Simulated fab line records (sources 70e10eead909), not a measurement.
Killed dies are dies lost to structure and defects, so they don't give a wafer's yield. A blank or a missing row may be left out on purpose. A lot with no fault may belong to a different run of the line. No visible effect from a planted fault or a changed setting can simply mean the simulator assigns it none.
A struck lot beside a sound one | flow nand_harc | 15 out of 1159 route steps
Sound: the wafers L138.3, L138.4, L138.5. Struck: wafer L146.4 (L146.1, L146.3, from the same lot, were not struck and are left out); the cause is given at the end.
For every step that has rows: the tool of each side, followed by ch and its chambers, followed by its first start. Under that, the readings that differ: sound wafers | struck wafers | difference of the means | sigmas: that difference in standard deviations of wafers without a fault.
alike: a reading whose means differ by less than 2 such deviations, as well as words and numbers matching on both sides. not compared: withheld readings; readings where some wafer has no value; bounds like >300 that might hide an equal value; numbers whose values overlap and for which the record gives no deviation.
A row with sigmas, a row that says differs or no value, or rows on one side alone: a step with any of these is where the two part. When numbers do not overlap yet have no deviation, they are printed without sigmas and do not part them. A reading that every wafer of one side lacks parts them only if that side has two wafers or more.

first, 8 steps without rows for these wafers: NHARC_THIN_TSV_DEHYDRATE_25 (time 120 s); NHARC_THIN_TSV_HMDS_26 (time 30 s); NHARC_THIN_TSV_COAT_27; NHARC_THIN_TSV_SOFTBAKE_28 (time 95 s); NHARC_THIN_TSV_EBR_29; NHARC_THIN_TSV_EXPOSE_30 (exposes mask PAD); NHARC_THIN_TSV_PEB_31 (peb time 85 s); NHARC_THIN_TSV_DEVELOP_32 (time 70 s).
NHARC_THIN_TSV_CD_MEAS_33: target cd 5000 nm.
  sound on cd_sem-03 ch 0, day 20 10:46; struck on cd_sem-03 ch 0, day 22 08:34
  alike: cd_nm
then, 1 step without rows for these wafers: NHARC_THIN_TSV_HARDBAKE_34 (time 80 s).
NHARC_THIN_TSV_DESCUM_35: chemistry O2, time 3 s.
  sound on rie_diel-13 ch 0,1,2, day 20 10:55; struck on rie_diel-09 ch 0, day 22 08:44
  reading               | sound             | struck | difference | sigmas
  oes_product_au (a.u.) | 0.996 0.995 0.995 | 1.014  | +0.019     | +2
  alike: drypump_motor_current_A, rf_vpp_V, showerhead_plenum_p_Torr, throttle_valve_pct
  not compared: rf_hours_counter_h
NHARC_THIN_TSV_ETCH_59: etches the open film in Cl2/BCl3, target depth 880 nm, time 138.1 s.
  sound on rie_metal-02 ch 0,1, day 20 11:08; struck on rie_metal-02 ch 0, day 22 08:53
  alike: bcl3_flow_sccm, drypump_motor_current_A, oes_product_au, run_length_s, throttle_valve_pct
  not compared: rf_hours_counter_h
NHARC_THIN_TSV_ETCH_36: etches the open film in Cl2/BCl3, target depth 65 nm, time 18.571 s.
  sound on rie_metal-02 ch 0,1, day 20 11:20; struck on rie_metal-02 ch 0, day 22 09:07
  reading               | sound             | struck | difference | sigmas
  oes_product_au (a.u.) | 0.996 1.011 1.004 | 0.987  | -0.017     | -3
  run_length_s (s)      | 40.3 39.2 40.5    | 34.9   | -5.1       | -10
  alike: drypump_motor_current_A
  not compared: rf_hours_counter_h
NHARC_THIN_TSV_STRIP_56: strips in O2.
  sound on plasma_asher-01 ch 0,1, day 20 11:31; struck on plasma_asher-01 ch 1, day 22 09:13
  alike: drypump_motor_current_A, heater_power_w, rf_refl_power_W, temp_c
  not compared: rf_hours_counter_h
NHARC_END_SORT_01:
  sound on prober-01 ch 0, day 21 06:50; struck on prober-02 ch 0, day 22 22:37
  alike: defect_limited_yield, killed_at_array, killed_at_other, killed_at_periphery, killed_dies, killed_open, killed_short, sort_bin_2_pct, sort_bin_3_pct, sort_bin_4_pct, sort_n_pass, sort_rim_yield_pct, sort_yield_pct

== WHERE THEY PART ==
At NHARC_THIN_TSV_DESCUM_35 first; at NHARC_THIN_TSV_ETCH_36 last (within this record only). Later steps at which nothing parts them and some readings are alike: NHARC_THIN_TSV_STRIP_56, NHARC_END_SORT_01.

WHY: what had been put in by the simulator
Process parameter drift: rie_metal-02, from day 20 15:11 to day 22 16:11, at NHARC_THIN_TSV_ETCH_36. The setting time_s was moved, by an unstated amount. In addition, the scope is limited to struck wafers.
